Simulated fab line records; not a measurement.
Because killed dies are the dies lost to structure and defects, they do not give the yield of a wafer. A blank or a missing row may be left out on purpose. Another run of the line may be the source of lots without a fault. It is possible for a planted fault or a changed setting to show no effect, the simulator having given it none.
Matching of chambers    flow n5 finfet    4 sister chambers for N5_DUMMY_REMOVAL_STRIP_10 on rie diel-06
The step strips in N2/H2, time 40 s. 4 wafers are shown with their chamber, then 7 later ones without.

== EACH WAFER AND ITS CHAMBER ==
wafer   chamber  throttle valve pct (%)
L082.5  3        11.87
L089.1  0        12.82
L092.1  1        11.92
L092.3  2        12.41

== WAFERS WITH NO CHAMBER GIVEN ==
wafer   throttle valve pct (%)
L092.4  11.87
L095.3  12.43
L095.4  11.92
L095.6  12.83
L097.4  11.94
L097.5  11.90
L097.6  12.85

== WHICH CHAMBER EACH ONE RAN IN ==
wafer    from the rows above       in truth
L092.4   3                         3
L095.3   2                         2
L095.4   1                         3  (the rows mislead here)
L095.6   0                         0
L097.4   1                         1
L097.5   can't be placed: 1 or 3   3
L097.6   0                         0
5 of 7 placed correctly. Unplaceable from these rows: 1, with the true chamber sitting among the candidates in 1. Placed wrongly: 1.
How it was worked out, from the rows above alone: a wafer's distance from a chamber is the root of the sum, over the readings, of the square of ((its reading less the chamber's mean) divided by the reading's scatter). The wafer belongs to the nearest chamber; if the next one is less than 2 further off, it can't be placed. For every chamber, the mean is computed from those of its wafers that are shown. The scatter: root of mean squared gap, hidden wafer to nearest shown wafer, with one shown wafer a chamber.
